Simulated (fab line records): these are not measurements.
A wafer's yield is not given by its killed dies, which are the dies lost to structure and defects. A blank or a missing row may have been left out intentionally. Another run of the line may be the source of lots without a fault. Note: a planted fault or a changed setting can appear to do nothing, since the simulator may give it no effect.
Chamber matching ; flow nand_harc ; NHARC_A_CONTACT_ETCH_110 on rie_diel-03 has 4 sister chambers
The step etches the open film in CF4/O2, target depth 60 nm, overetch 6 nm, time 33 s. 33 wafers are shown with their chamber, then 12 later ones without.

## EACH WAFER AND ITS CHAMBER
wafer;chamber;drypump_motor_current_A (A);showerhead_plenum_p_Torr (Torr);rf_vpp_V (V)
L074.2;0;5.8;1.25;196.0
L074.3;3;5.4;1.41;200.6
L074.4;2;5.4;1.23;195.9
L076.1;1;5.0;1.35;197.8
L076.5;0;5.7;1.25;196.2
L076.6;3;5.4;1.41;198.4
L075.2;1;4.9;1.35;198.6
L075.3;2;5.4;1.23;194.9
L075.5;0;5.7;1.25;196.7
L078.2;0;5.7;1.25;196.5
L078.4;2;5.4;1.23;195.3
L078.5;3;5.4;1.41;198.6
L077.1;0;5.7;1.25;194.3
L077.5;1;5.0;1.34;197.6
L077.6;2;5.4;1.23;195.4
L081.4;2;5.4;1.23;196.0
L081.5;2;5.4;1.23;194.9
L081.6;1;5.0;1.34;199.1
L085.1;2;5.4;1.23;196.8
L085.4;1;5.0;1.34;198.5
L085.5;3;5.4;1.40;199.5
L086.1;1;5.0;1.34;198.2
L086.2;3;5.4;1.40;198.5
L086.5;3;5.4;1.40;199.9
L089.1;2;5.4;1.45;200.2
L089.2;3;5.5;1.40;198.5
L089.3;0;5.8;1.24;195.7
L092.1;1;5.0;1.34;197.5
L092.2;3;5.4;1.40;199.9
L092.4;0;5.7;1.24;195.7
L091.1;0;5.7;1.24;196.2
L091.3;2;5.4;1.44;199.2
L091.5;3;5.4;1.40;199.9

SIGNATURES (averages over the wafers above)
reading;chamber 0;chamber 1;chamber 2;chamber 3;scatter within a chamber
drypump_motor_current_A;5.725;4.986;5.400;5.411;0.0335
showerhead_plenum_p_Torr;1.2463;1.3429;1.2778;1.4033;0.05
rf_vpp_V;195.912;198.186;196.511;199.311;1.19
Rule: distance of a wafer from a chamber = root of the sum over the readings of ((wafer's reading minus chamber's mean) / reading's scatter) squared. The wafer belongs to the nearest chamber; if the next one is less than 2 further off, it can't be placed. How the scatter is found: for the shown wafers, subtract from each reading the mean of its chamber, square and add these, divide the total by (wafers less chambers), then take the root.

## WAFERS WITHOUT THEIR CHAMBER
wafer;drypump_motor_current_A (A);showerhead_plenum_p_Torr (Torr);rf_vpp_V (V)
L093.1;5.0;1.34;197.8
L093.3;5.4;1.40;198.2
L093.5;5.7;1.24;197.0
L094.1;5.4;1.40;198.5
L094.4;5.4;1.44;198.9
L094.5;5.4;1.44;199.5
L095.1;5.4;1.44;200.1
L095.3;5.5;1.40;199.0
L095.4;5.7;1.24;194.4
L097.1;5.4;1.40;199.1
L097.5;5.0;1.34;198.4
L097.6;5.4;1.44;200.1

## THE CHAMBER EACH PASSED THROUGH
wafer;from the rows above;in truth
L093.1;1;1
L093.3;can't be placed: 3 or 2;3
L093.5;0;0
L094.1;3;3
L094.4;3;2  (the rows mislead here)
L094.5;3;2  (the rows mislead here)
L095.1;3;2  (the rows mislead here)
L095.3;can't be placed: 3 or 2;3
L095.4;0;0
L097.1;3;3
L097.5;1;1
L097.6;3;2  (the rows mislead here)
Placed correctly: 6 of 12. Cannot be placed on the basis of these rows: 2; the candidates contain the true chamber in 2. Placed wrongly: 4.
